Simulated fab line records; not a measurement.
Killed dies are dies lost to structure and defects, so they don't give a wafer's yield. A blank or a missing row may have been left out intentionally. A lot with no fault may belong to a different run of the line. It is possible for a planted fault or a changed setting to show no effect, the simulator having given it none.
A sampling plan put to the test -- flow n5-finfet -- one fab line, 74 faults that these records tell of, each judged on the records of the lots that it struck; 3 more are left out, because the records don't allow judging them
The plan is the line's own looks: the steps of the route at which a gauge or an inspection reads the wafer and doesn't change it. A look can be judged if struck wafers have a number there and the file gives its usual mean and standard deviation on fault-free wafers. Caught: a look later than the fault's first step finds the struck wafers' mean 4 or more of those standard deviations (sigma) from the usual mean. On the tool: the test repeated on the tool's own readings taken at the fault's steps. If the struck wafers alone have a blank record, or they carry another recipe, that too counts as caught.

## THE FAULTS, as the simulator had put them in
1. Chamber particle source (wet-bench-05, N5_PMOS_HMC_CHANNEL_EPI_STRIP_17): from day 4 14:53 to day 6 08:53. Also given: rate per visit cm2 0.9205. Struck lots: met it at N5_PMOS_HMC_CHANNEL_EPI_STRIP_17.
2. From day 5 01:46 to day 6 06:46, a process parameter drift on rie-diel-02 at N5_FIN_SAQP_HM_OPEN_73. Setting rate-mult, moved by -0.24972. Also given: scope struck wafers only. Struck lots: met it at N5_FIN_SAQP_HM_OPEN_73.
3. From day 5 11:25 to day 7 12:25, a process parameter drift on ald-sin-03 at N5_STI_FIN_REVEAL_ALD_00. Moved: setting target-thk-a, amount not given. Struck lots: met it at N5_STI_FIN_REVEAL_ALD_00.
4. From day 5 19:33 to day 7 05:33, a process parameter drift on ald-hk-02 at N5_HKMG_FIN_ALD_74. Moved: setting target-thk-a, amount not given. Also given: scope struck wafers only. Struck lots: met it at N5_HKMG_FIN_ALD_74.
5. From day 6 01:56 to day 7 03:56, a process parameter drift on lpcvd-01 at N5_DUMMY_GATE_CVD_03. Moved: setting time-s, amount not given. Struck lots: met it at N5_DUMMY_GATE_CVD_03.
6. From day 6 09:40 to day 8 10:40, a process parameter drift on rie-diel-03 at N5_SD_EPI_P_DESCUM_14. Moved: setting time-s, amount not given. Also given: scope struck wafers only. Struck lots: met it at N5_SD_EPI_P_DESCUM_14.
7. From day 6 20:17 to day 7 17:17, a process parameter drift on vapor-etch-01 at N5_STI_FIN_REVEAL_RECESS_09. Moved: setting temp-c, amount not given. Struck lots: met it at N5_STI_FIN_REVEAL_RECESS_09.
8. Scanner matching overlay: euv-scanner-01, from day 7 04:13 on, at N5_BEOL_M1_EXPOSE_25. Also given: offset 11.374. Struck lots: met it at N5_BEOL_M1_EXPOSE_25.
9. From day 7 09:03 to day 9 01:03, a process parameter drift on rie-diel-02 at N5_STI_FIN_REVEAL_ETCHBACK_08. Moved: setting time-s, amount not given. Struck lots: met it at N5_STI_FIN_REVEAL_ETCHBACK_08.
10. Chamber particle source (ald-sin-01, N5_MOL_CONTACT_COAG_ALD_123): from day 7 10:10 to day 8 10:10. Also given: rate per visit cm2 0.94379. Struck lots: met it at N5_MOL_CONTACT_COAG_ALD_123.
11. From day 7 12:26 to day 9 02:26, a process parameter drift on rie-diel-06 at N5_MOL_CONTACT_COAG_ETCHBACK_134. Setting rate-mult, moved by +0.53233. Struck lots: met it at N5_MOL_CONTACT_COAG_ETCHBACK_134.
12. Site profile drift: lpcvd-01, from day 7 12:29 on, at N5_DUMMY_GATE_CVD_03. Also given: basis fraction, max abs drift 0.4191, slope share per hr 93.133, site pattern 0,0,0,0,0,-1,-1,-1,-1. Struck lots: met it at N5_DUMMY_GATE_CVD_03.
13. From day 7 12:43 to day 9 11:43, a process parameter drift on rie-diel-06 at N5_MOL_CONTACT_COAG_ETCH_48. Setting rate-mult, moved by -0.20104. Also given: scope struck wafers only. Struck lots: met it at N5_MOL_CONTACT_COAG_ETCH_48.
14. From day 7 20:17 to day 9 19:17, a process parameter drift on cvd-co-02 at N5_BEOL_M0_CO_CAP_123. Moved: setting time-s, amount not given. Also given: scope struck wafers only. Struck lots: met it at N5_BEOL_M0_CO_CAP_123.
15. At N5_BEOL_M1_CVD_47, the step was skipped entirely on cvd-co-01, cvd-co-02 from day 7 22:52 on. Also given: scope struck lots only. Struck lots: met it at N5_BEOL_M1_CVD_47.
16. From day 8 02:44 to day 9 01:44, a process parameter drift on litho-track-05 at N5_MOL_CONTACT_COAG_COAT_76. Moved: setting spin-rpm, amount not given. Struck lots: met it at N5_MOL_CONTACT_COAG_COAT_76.
17. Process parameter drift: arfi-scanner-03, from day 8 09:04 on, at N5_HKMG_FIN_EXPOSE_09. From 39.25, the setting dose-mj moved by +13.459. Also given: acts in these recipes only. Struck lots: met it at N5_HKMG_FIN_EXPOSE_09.
18. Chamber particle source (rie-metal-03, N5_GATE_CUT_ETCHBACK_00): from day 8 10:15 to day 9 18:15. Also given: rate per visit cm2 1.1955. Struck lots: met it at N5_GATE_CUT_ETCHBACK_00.
19. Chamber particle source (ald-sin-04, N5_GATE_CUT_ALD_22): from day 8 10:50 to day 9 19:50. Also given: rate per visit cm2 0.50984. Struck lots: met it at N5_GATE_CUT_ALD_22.
20. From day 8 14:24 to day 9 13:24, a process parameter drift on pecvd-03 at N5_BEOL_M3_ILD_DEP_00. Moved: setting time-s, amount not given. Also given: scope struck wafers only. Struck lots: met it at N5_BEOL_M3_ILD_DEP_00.
21. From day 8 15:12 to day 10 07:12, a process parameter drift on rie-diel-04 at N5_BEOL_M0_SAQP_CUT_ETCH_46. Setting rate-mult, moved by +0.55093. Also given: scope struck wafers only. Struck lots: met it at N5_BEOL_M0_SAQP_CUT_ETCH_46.
22. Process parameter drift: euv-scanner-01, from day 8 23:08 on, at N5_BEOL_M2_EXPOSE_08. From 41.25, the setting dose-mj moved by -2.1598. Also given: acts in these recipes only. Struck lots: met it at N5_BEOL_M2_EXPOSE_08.
23. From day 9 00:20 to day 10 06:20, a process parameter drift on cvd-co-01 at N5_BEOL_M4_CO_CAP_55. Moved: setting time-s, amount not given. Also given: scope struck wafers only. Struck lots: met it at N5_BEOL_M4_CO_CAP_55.
24. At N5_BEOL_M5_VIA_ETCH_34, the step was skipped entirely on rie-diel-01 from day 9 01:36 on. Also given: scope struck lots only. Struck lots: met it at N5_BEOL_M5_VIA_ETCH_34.
25. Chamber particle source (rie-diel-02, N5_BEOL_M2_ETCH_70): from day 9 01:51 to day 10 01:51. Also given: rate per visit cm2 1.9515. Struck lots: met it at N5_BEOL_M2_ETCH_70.
26. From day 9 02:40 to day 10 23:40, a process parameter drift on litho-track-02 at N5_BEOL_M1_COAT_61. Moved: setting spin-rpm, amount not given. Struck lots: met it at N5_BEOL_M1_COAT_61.
27. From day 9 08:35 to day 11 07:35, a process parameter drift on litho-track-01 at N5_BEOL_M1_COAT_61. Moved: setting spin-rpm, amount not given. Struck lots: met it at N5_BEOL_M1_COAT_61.
28. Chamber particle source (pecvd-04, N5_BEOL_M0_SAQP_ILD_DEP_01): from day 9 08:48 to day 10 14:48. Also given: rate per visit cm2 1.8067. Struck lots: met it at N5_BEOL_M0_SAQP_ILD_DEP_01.
29. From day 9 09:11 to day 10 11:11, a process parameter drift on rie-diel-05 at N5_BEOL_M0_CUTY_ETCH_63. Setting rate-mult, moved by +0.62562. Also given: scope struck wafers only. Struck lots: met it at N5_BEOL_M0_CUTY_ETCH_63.
30. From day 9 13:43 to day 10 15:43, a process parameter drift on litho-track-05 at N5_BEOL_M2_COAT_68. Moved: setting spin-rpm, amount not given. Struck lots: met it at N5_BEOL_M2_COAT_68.
31. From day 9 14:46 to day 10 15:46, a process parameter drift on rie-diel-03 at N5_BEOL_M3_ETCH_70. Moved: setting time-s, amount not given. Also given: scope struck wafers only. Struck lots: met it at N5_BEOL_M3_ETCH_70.
32. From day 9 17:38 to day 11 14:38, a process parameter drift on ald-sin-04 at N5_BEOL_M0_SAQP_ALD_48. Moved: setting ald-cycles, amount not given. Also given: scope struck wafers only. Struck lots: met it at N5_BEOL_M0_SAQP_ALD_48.
33. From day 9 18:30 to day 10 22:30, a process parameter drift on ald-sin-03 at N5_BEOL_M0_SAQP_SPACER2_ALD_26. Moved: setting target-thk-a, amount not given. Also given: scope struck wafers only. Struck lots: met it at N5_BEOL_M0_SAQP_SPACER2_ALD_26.
34. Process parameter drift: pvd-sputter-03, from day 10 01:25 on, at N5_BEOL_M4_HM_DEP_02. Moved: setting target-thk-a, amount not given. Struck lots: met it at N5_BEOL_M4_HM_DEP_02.
35. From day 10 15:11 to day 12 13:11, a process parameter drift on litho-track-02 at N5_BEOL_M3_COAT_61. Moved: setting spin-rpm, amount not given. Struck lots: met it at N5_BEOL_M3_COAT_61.
36. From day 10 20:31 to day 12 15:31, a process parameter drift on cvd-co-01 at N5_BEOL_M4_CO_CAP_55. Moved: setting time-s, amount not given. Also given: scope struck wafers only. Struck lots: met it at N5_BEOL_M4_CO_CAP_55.
37. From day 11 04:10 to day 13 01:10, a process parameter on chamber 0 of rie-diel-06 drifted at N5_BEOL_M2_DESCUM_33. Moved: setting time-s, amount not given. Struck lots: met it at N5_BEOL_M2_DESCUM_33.
38. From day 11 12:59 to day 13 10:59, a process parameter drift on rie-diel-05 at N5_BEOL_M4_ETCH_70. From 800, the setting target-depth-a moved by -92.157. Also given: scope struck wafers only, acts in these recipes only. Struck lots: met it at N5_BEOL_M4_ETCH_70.
39. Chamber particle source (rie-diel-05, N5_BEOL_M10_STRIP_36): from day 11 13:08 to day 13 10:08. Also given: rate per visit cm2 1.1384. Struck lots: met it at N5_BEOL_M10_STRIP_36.
40. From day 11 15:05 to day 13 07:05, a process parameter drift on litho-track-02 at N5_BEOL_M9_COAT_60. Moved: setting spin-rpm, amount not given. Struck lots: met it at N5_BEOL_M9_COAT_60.
41. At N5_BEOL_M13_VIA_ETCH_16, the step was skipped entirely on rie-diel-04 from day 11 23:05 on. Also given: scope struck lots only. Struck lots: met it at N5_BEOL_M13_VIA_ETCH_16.
42. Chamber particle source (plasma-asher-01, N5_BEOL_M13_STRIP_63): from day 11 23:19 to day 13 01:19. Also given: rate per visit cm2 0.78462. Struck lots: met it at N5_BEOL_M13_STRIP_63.
43. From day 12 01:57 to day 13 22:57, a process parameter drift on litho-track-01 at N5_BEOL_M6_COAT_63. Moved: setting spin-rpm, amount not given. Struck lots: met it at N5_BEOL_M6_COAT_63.
44. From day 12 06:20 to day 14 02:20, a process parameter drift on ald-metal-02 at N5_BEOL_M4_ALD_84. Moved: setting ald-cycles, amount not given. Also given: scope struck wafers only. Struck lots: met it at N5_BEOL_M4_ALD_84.
45. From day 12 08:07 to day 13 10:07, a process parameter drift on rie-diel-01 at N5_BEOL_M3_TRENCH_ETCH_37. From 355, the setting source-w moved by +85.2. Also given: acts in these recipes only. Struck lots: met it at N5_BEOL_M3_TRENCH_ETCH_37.
46. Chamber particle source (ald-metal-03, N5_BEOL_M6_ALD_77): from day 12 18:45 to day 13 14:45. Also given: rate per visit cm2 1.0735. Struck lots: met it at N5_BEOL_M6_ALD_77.
47. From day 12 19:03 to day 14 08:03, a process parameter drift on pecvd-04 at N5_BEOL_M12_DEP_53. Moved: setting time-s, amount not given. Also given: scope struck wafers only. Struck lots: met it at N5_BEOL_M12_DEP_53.
48. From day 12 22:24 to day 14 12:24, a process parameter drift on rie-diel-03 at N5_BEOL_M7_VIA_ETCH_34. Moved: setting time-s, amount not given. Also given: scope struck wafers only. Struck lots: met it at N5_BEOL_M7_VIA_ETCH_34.
49. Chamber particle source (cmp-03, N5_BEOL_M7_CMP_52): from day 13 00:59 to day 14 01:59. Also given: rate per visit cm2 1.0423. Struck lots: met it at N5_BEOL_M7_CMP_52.
50. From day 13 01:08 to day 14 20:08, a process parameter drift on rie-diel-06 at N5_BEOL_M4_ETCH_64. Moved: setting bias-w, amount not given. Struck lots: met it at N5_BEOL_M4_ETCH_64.
51. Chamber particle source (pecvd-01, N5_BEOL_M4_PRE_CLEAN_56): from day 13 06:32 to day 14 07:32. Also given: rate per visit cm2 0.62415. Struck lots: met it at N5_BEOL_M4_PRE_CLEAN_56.
52. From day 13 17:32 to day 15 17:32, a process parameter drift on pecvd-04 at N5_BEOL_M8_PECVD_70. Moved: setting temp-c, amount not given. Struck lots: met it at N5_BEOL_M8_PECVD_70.
53. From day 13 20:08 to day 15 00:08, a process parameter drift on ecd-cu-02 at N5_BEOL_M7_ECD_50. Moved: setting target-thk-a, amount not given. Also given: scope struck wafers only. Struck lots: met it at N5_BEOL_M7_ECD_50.
54. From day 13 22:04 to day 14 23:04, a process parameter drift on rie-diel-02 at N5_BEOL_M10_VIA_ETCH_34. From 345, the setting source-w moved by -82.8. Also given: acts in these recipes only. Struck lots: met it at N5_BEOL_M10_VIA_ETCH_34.
55. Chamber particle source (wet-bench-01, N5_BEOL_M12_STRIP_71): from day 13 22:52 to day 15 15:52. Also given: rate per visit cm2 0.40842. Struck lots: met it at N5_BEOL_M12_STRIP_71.
56. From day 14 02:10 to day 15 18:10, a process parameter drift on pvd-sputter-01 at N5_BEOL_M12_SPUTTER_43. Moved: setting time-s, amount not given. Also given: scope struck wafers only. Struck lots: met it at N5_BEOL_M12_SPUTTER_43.
57. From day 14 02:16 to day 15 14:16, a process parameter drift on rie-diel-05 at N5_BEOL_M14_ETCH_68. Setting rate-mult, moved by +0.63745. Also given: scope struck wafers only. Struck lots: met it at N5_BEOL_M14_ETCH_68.
58. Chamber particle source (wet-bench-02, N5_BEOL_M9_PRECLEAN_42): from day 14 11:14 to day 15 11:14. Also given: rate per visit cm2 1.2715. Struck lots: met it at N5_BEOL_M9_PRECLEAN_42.
59. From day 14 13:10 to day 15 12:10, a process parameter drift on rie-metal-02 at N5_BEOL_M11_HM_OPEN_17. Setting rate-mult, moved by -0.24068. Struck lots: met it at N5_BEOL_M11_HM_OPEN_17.
60. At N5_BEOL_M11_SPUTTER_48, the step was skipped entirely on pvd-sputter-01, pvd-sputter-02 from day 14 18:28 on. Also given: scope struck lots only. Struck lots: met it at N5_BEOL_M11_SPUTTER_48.
61. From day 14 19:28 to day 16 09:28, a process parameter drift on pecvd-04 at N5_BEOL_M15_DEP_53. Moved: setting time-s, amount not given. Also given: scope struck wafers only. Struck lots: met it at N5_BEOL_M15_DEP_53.
62. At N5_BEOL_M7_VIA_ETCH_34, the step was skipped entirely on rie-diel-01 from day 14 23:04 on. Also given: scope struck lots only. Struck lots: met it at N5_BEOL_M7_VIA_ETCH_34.
63. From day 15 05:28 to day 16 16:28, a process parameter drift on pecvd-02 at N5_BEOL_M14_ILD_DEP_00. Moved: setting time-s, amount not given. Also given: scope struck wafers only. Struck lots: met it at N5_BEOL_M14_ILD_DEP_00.
64. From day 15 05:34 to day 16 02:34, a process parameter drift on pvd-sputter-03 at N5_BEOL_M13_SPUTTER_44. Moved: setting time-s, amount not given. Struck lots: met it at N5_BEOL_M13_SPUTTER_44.
65. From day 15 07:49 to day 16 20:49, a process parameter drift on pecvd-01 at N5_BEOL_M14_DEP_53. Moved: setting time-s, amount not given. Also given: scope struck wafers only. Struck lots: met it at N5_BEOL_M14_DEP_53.
66. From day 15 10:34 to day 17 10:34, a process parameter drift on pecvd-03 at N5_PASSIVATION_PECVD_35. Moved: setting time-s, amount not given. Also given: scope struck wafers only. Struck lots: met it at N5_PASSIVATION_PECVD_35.
67. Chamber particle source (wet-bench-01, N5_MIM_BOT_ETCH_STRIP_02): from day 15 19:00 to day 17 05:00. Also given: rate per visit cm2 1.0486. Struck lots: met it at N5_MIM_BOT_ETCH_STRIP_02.
68. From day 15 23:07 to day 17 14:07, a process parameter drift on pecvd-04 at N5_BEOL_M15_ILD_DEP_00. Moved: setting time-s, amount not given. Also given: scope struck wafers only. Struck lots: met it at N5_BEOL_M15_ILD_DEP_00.
69. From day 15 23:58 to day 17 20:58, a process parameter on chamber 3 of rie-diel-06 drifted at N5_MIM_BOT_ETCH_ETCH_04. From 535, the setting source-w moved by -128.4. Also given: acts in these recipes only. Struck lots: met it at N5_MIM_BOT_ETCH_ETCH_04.
70. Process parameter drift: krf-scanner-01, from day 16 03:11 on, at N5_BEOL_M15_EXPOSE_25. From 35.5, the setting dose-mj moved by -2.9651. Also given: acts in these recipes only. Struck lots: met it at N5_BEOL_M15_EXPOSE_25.
71. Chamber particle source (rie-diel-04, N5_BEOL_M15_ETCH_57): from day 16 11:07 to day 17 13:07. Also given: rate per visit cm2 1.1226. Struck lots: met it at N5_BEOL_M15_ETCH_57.
72. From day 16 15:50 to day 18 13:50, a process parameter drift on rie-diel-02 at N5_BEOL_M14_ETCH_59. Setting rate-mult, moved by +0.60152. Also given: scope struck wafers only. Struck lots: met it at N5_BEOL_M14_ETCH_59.
73. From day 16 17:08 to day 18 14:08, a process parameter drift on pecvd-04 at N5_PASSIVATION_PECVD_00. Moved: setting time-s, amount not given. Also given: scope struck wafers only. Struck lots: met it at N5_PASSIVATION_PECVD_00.
74. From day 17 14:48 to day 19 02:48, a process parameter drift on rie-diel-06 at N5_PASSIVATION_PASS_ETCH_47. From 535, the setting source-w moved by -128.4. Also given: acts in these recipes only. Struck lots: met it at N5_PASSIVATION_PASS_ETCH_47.

## WHAT THE PLAN SAW
fault,on the tool itself,first look that catches it,"reading, sigma",median hours from its first step to that look,hours from the fault's start to the first struck lot there,judged looks passed uncaught
1,no reading that can be judged,none of the 2 looks that can be judged after it,-,-,-,2
2,under 2 sigma,not the one look that can be judged after it,-,-,-,1
3,under 2 sigma,not the one look that can be judged after it,-,-,-,1
4,only faintly: susceptor-temp-C +2.3 sigma,none of the 4 looks that can be judged after it,"strongest: VT_P at N5_BEOL_M4_RC_MEAS_101, +3.6",-,-,4
5,no reading that can be judged,no look after it can be judged,-,-,-,0
6,under 2 sigma,not the one look that can be judged after it,-,-,-,1
7,temp-c -18 sigma,none of the 2 looks that can be judged after it,"strongest: trench-depth-nm at N5_STI_FIN_REVEAL_FIN_H_MEAS_10, +3.9",-,-,2
8,no reading that can be judged,N5_BEOL_M1_OVL_MEAS_29,V0_OVL +16,0.2,12,0
9,under 2 sigma,none of the 2 looks that can be judged after it,"strongest: trench-depth-nm at N5_STI_FIN_REVEAL_FIN_H_MEAS_10, +2.9",-,-,2
10,under 2 sigma,N5_MOL_CONTACT_COAG_INSPECT_57,raw-defect-count +10,1.0,6,1
11,only faintly: oes-product-au +3.7 sigma,not the one look that can be judged after it,-,-,-,1
12,under 2 sigma,N5_DUMMY_GATE_THK_MEAS_05,thk-nm -24,4.0,2,0
13,under 2 sigma,no look after it can be judged,-,-,-,0
14,run-length-s +82 sigma,not the one look that can be judged after it,-,-,-,1
15,the tool's record is blank for the struck wafers,no look after it can be judged,-,-,-,0
16,spin-speed-rpm -50 sigma,none of the 4 looks that can be judged after it,-,-,-,4
17,exposure-dose-mJ-cm2 +99 or beyond sigma,N5_HKMG_FIN_CD_MEAS_12,cd-nm +27,0.1,4,0
18,under 2 sigma,no look after it can be judged,-,-,-,0
19,under 2 sigma,no look after it can be judged,-,-,-,0
20,under 2 sigma,N5_BEOL_M3_THK_MEAS_01,M3_ILD_THK +23,0.1,14,0
21,under 2 sigma,not the one look that can be judged after it,-,-,-,1
22,exposure-dose-mJ-cm2 -6.9 sigma,N5_BEOL_M2_CD_MEAS_11,cd-nm -4.6,0.1,0,0
23,run-length-s -99 or beyond sigma,not the one look that can be judged after it,-,-,-,1
24,the tool's record is blank for the struck wafers,no look after it can be judged,-,-,-,0
25,under 2 sigma,no look after it can be judged,-,-,-,0
26,spin-speed-rpm +45 sigma,not the one look that can be judged after it,-,-,-,1
27,spin-speed-rpm -99 or beyond sigma,not the one look that can be judged after it,-,-,-,1
28,under 2 sigma,N5_BEOL_M0_SAQP_INSPECT_16,raw-defect-count +7.0,1.7,5,0
29,under 2 sigma,not the one look that can be judged after it,-,-,-,1
30,spin-speed-rpm +99 or beyond sigma,not the one look that can be judged after it,-,-,-,1
31,run-length-s +24 sigma,not the one look that can be judged after it,-,-,-,1
32,under 2 sigma,not the one look that can be judged after it,-,-,-,1
33,under 2 sigma,N5_BEOL_M0_SAQP_CD_MEAS_29,cd-nm -20,0.8,2,0
34,under 2 sigma,not the one look that can be judged after it,-,-,-,1
35,spin-speed-rpm +99 or beyond sigma,not the one look that can be judged after it,-,-,-,1
36,run-length-s +99 or beyond sigma,not the one look that can be judged after it,-,-,-,1
37,only faintly: rf-vpp-V -2.2 sigma,not the one look that can be judged after it,-,-,-,1
38,under 2 sigma,not the one look that can be judged after it,-,-,-,1
39,under 2 sigma,no look after it can be judged,-,-,-,0
40,spin-speed-rpm -40 sigma,no look after it can be judged,-,-,-,0
41,the tool's record is blank for the struck wafers,no look after it can be judged,-,-,-,0
42,under 2 sigma,no look after it can be judged,-,-,-,0
43,spin-speed-rpm -99 or beyond sigma,no look after it can be judged,-,-,-,0
44,under 2 sigma,N5_BEOL_M4_RC_MEAS_101,CHAIN_V3 +4.0,4.0,17,0
45,rf-fwd-power-W +39 sigma,N5_BEOL_M3_OCD_MEAS_38,trench-depth-nm +5.2,0.2,2,0
46,under 2 sigma,no look after it can be judged,-,-,-,0
47,under 2 sigma,not the one look that can be judged after it,-,-,-,1
48,run-length-s -9.4 sigma,no look after it can be judged,-,-,-,0
49,under 2 sigma,N5_BEOL_M7_INSPECT_58,raw-defect-count +25,0.4,4,0
50,bias-w -66 sigma,not the one look that can be judged after it,-,-,-,1
51,no reading that can be judged,N5_BEOL_M4_INSPECT_59,raw-defect-count +17,0.1,8,0
52,susceptor-temp-C +34 sigma,no look after it can be judged,-,-,-,0
53,no reading that can be judged,no look after it can be judged,-,-,-,0
54,rf-fwd-power-W -69 sigma,no look after it can be judged,-,-,-,0
55,no reading that can be judged,N5_BEOL_M12_INSPECT_30,raw-defect-count +99 or beyond,0.6,10,1
56,under 2 sigma,no look after it can be judged,-,-,-,0
57,only faintly: oes-product-au +3.3 sigma,not the one look that can be judged after it,-,-,-,1
58,no reading that can be judged,no look after it can be judged,-,-,-,0
59,under 2 sigma,no look after it can be judged,-,-,-,0
60,the tool's record is blank for the struck wafers,not the one look that can be judged after it,-,-,-,1
61,under 2 sigma,not the one look that can be judged after it,-,-,-,1
62,the tool's record is blank for the struck wafers,no look after it can be judged,-,-,-,0
63,run-length-s -40 sigma,N5_BEOL_M14_THK_MEAS_01,M14_ILD_THK -7.4,0.2,26,0
64,under 2 sigma,not the one look that can be judged after it,-,-,-,1
65,under 2 sigma,not the one look that can be judged after it,-,-,-,1
66,run-length-s -99 or beyond sigma,none of the 3 looks that can be judged after it,-,-,-,3
67,under 2 sigma,no look after it can be judged,-,-,-,0
68,run-length-s -15 sigma,no look after it can be judged,-,-,-,0
69,rf-fwd-power-W -66 sigma,no look after it can be judged,-,-,-,0
70,exposure-dose-mJ-cm2 -62 sigma,N5_BEOL_M15_CD_MEAS_28,cd-nm -6.1,0.2,11,0
71,under 2 sigma,not the one look that can be judged after it,-,-,-,1
72,under 2 sigma,not the one look that can be judged after it,"strongest: cd-nm at N5_BEOL_M14_CD_MEAS_17, +2.9",-,-,1
73,under 2 sigma,no look after it can be judged,-,-,-,0
74,rf-fwd-power-W -79 sigma,no look after it can be judged,-,-,-,0
A dash: the fault isn't caught, or these records don't give the number.

Caught at a look: 15 of 74. Caught on the tool: 30 of 74. By one or the other: 40 of 74.
On the tool alone, faults 7, 14, 15, 16, 23, 24, 26, 27, 30, 31, 35, 36, 40, 41, 43, 48, 50, 52, 54, 60, 62, 66, 68, 69, 74 were caught.
Caught at a look alone: faults 8, 10, 12, 20, 28, 33, 44, 49, 51, 55.
Caught by neither: faults 1, 2, 3, 4, 5, 6, 9, 11, 13, 18, 19, 21, 25, 29, 32, 34, 37, 38, 39, 42, 46, 47, 53, 56, 57, 58, 59, 61, 64, 65, 67, 71, 72, 73.

## THINNER SAMPLING
If the look that catches a fault measured only every second or every third lot, by lot number, the first struck lot would be measured this late in the worst case:
fault,"struck lots at that look, in order of time",every lot,every second lot,every third lot
8,"L627, L628, L629",12 h,21 h,34 h
10,"L234, L236",6 h,may miss all 2,may miss all 2
12,"L709, L710, L711",2 h,6 h,19 h
17,"L688, L690",4 h,may miss all 2,may miss all 2
20,"L497, L501",14 h,may miss all 2,may miss all 2
22,"L148, L150, L153",0 h,23 h,may miss all 3
28,"L415, L417",5 h,may miss all 2,may miss all 2
33,"L690, L691",2 h,9 h,may miss all 2
44,"L355, L357, L356",17 h,33 h,33 h
45,"L129, L132",2 h,7 h,may miss all 2
49,"L881, L879",4 h,may miss all 2,may miss all 2
51,"L804, L806",8 h,may miss all 2,may miss all 2
55,"L697, L696",10 h,25 h,may miss all 2
63,L282,26 h,may miss it,may miss it
70,"L468, L470",11 h,may miss all 2,may miss all 2
Hours count from the start of the fault until the first struck lot that is measured. The limit of 4 sigma was tested on all struck wafers together, so one lot alone may lie under it. Other struck lots may not be in these records.

## THE LONGEST TIMED WAY FROM STEP TO LOOK
For fault 12, N5_DUMMY_GATE_CVD_03 and N5_DUMMY_GATE_THK_MEAS_05 are separated by a median of 4.0 hours. No look between them can be judged.
